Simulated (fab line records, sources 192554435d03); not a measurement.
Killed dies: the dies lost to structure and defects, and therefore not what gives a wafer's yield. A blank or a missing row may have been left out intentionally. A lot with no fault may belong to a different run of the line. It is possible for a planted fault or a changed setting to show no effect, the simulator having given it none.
A struck lot beside a sound one    flow n5 finfet    16 out of 1938 route steps
Sound: these wafers, L471.1, L471.2, L471.3. Struck: wafers L478.1, L478.3, L478.5. The cause is named last.
Order at every step that has rows: each side's tool, ch and its chambers, its first start. Under that, the readings that differ: sound wafers    struck wafers    difference of the means    sigmas: that difference in standard deviations of wafers without a fault.
alike: words and numbers the same on both sides, and readings whose means are apart by under 2 such deviations; not compared: readings that were withheld, readings missing a value for some wafer, numbers with overlapping values and no deviation given by the record, and bounds like >300 which may hide the same value.
A row with sigmas, a row that says differs or no value, or rows on one side alone: a step with any of these is where the two part. When numbers do not overlap yet have no deviation, they are printed without sigmas and do not part them. A reading that every wafer of one side lacks parts them only if that side has two wafers or more.

first, 3 steps without rows for these wafers: N5_FIN_CUT_PRECLEAN_36 (cleans in O3/DIW, time 60 s); N5_FIN_CUT_SRD_32 (time 30 s); N5_FIN_CUT_UV_OZONE_34 (time 120 s).
N5_FIN_CUT_INSPECT_17: inspects for defects (brightfield).
  sound on defect inspect-02 at day 3 22:01; struck on defect inspect-01 at day 5 16:38
  alike: raw defect count
N5_STI_FIN_REVEAL_ALD_00: deposits SiO2, target thk 1 nm, pulse time 1 s.
  sound on ald sin-03 ch 0,1,2, day 3 22:23; struck on ald sin-03 ch 1,2, day 5 16:40
  alike: heater power w, precursor pulse height rel
N5_STI_FIN_REVEAL_ALD_14: deposits Si3N4, target thk 3 nm.
  sound on ald sin-03 ch 0,1,2, day 3 22:26; struck on ald sin-03 ch 1,2, day 5 16:43
  alike: heater power w
then, 2 steps without rows for these wafers: N5_STI_FIN_REVEAL_FCVD_FILL_01 (material SiO2 flowable, target thk 312 nm, time 512.2 s); N5_STI_FIN_REVEAL_DENSIFY_02 (time 1800 s).
N5_STI_FIN_REVEAL_CMP_04: polishes, stops on Si3N4, t overpolish 4 s, target thk 131.83 nm.
  sound on cmp-04 ch 0,2,3, day 4 03:41; struck on cmp-02 ch 0,1, day 5 22:39
reading              sound        struck       difference  sigmas
motor current A (A)  8.3 8.8 8.0  6.7 7.7 6.9  -1.3        -3
  alike: overpolish run s, time to endpoint s
N5_STI_FIN_REVEAL_THK_MEAS_05:
  sound on film metro-01 at day 4 03:56; struck on film metro-02 at day 5 22:55
  alike: thk nm
N5_STI_FIN_REVEAL_DENSIFY_30:
  sound on rtp anneal-02 ch 0, day 4 04:06; struck on rtp anneal-01 ch 0, day 5 23:09
  alike: lamp power pct, lamp_zone_6_pct
  not compared: wafer_temp_C_max
N5_STI_FIN_REVEAL_ETCHBACK_08: etches SiO2 in C4F6/O2, target depth 30.5 nm, time 10.167 s.
  sound on rie diel-04 ch 0,1,3, day 4 04:21; struck on rie diel-03 ch 0,1,3, day 5 23:22
  alike: drypump motor current A, oes product au, rf vpp V, showerhead plenum p Torr, throttle valve pct
  not compared: rf hours counter h
N5_STI_FIN_REVEAL_STRIP_24: strips in N2/H2, time 90 s.
  sound on rie diel-04 ch 0,1,3, day 4 04:23; struck on rie diel-03 ch 0,1,3, day 5 23:25
  no value came back on the struck wafers for any of 8 readings (bias power w (W), chamber pressure mTorr (mTorr) and others); on the sound wafers bias power w (W) reads 3.000 2.996 2.995
then, 1 step without rows for these wafers: N5_STI_FIN_REVEAL_PRECLEAN_25 (cleans in SPM, time 90 s).
-- record jumps: 6 days separate the struck wafers' starts on either side; left off in module STI_FIN_REVEAL, taken up again in module BEOL_M4, whose first shown step is the route's number 1111 --
N5_BEOL_M4_RC_MEAS_101:
  sound on prober-01 ch 0, day 9 19:45; struck on prober-02 ch 0, day 12 04:55
reading        sound           struck          difference  sigmas
ION_P (uA/um)  465 481 470     452 443 465     -19         -2
VT_P (mV)      -243 -245 -245  -257 -258 -248  -10         -3
  alike: DIBL_N, DIBL_P, IOFF_N, IOFF_P, ION_N, SS_N, SS_P, VT_N
-- a jump in the record: the struck wafers' starts before and after are 4 days apart (it breaks off in module BEOL_M4 and resumes in module PASSIVATION, where the first step shown is number 1936 of the route) --
N5_PASSIVATION_PROBE_49:
  sound on prober-02 at day 14 04:07; struck on prober-01 at day 16 04:29
  alike: defect limited yield, killed_at_M0_to_M3, killed_at_M4_up, killed at contacts, killed at front end, killed at other, killed dies, killed open, killed short, sort_bin_4_leakage, sort_bin_5_function, sort_bin_6_memory, sort_bin_8_speed, sort n pass, sort yield pct

## WHERE THEY PART
Last at N5_BEOL_M4_RC_MEAS_101 as far as this record goes, first at N5_STI_FIN_REVEAL_CMP_04. Later steps at which nothing parts them and some readings are alike: N5_PASSIVATION_PROBE_49.

WHY: the cause the simulator had injected
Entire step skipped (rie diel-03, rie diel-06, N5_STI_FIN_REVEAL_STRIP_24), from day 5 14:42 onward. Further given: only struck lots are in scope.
